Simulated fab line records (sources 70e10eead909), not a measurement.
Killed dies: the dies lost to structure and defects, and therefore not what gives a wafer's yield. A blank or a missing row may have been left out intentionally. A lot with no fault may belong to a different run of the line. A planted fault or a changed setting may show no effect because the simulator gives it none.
Which tool was responsible? / flow nand-harc / 14 lots, 42 wafers sampled, at 1 step of a route of 1302

== WHAT EACH GAUGE READ, for each wafer ==
NHARC_P_BONDPAD_THK_MEAS_33: measures by ellipsometry. Usual: thk-nm at 200.2 nm, with a standard deviation of 1.6.
lot=L498; measured=day 6 20:31; on=film-metro-01; thk-nm (nm)=199.2 200.4 201.3; flag=
lot=L499; measured=day 7 02:20; on=film-metro-01; thk-nm (nm)=202.1 201.1 199.6; flag=
lot=L500; measured=day 7 07:01; on=film-metro-02; thk-nm (nm)=200.7 200.1 201.3; flag=
lot=L501; measured=day 8 00:01; on=film-metro-01; thk-nm (nm)=202.0 199.4 199.3; flag=
lot=L502; measured=day 8 08:22; on=film-metro-02; thk-nm (nm)=201.9 199.4 203.0; flag=
lot=L504; measured=day 9 04:53; on=film-metro-02; thk-nm (nm)=200.4 200.8 198.8; flag=
lot=L505; measured=day 9 06:31; on=film-metro-02; thk-nm (nm)=200.5 201.5 200.2; flag=
lot=L506; measured=day 9 16:40; on=film-metro-02; thk-nm (nm)=200.2 201.7 199.8; flag=
lot=L507; measured=day 10 06:34; on=film-metro-01; thk-nm (nm)=200.1 199.9 200.9; flag=
lot=L509; measured=day 10 23:15; on=film-metro-02; thk-nm (nm)=201.0 203.4 201.9; flag=
lot=L512; measured=day 12 15:20; on=film-metro-02; thk-nm (nm)=200.0 200.4 197.8; flag=
lot=L511; measured=day 12 16:02; on=film-metro-01; thk-nm (nm)=198.4 198.2 198.7; flag=
lot=L518; measured=day 14 21:50; on=film-metro-02; thk-nm (nm)=203.5 199.5 200.4; flag=
lot=L519; measured=day 15 08:30; on=film-metro-01; thk-nm (nm)=202.6 204.3 203.9; flag=

== WHICH TOOL RAN EACH LOT (tool, then ch and the chambers of the sampled wafers, then the start) ==
No process step before these readings appears in the record.

== WHAT THE TOOLS THEMSELVES READ (means of the sampled wafers that have a number; where no wafer has one, the mark that the record gives instead) ==
The record holds no such reading with a usual standard deviation.

== THE ANSWER, worked out from the rows above alone ==
Rule: take the mean of a lot's wafers that have a number; if it is more than 3 standard deviations from the usual mean, the lot is off. Also off: a lot with no number at a reading for which 4 or more lots have one. All remaining lots with rows at the step are treated as sound. After the gauges, taken in route order, come the tools' own readings; for these a lot's mean is taken, as printed above. At the first step where some lot is off, the reading lying furthest off is the one used; lots without a number count as furthest.
Across all readings shown, no lot is off: no conclusion can be drawn from this.

== WHAT HAD BEEN PUT IN BY THE SIMULATOR ==
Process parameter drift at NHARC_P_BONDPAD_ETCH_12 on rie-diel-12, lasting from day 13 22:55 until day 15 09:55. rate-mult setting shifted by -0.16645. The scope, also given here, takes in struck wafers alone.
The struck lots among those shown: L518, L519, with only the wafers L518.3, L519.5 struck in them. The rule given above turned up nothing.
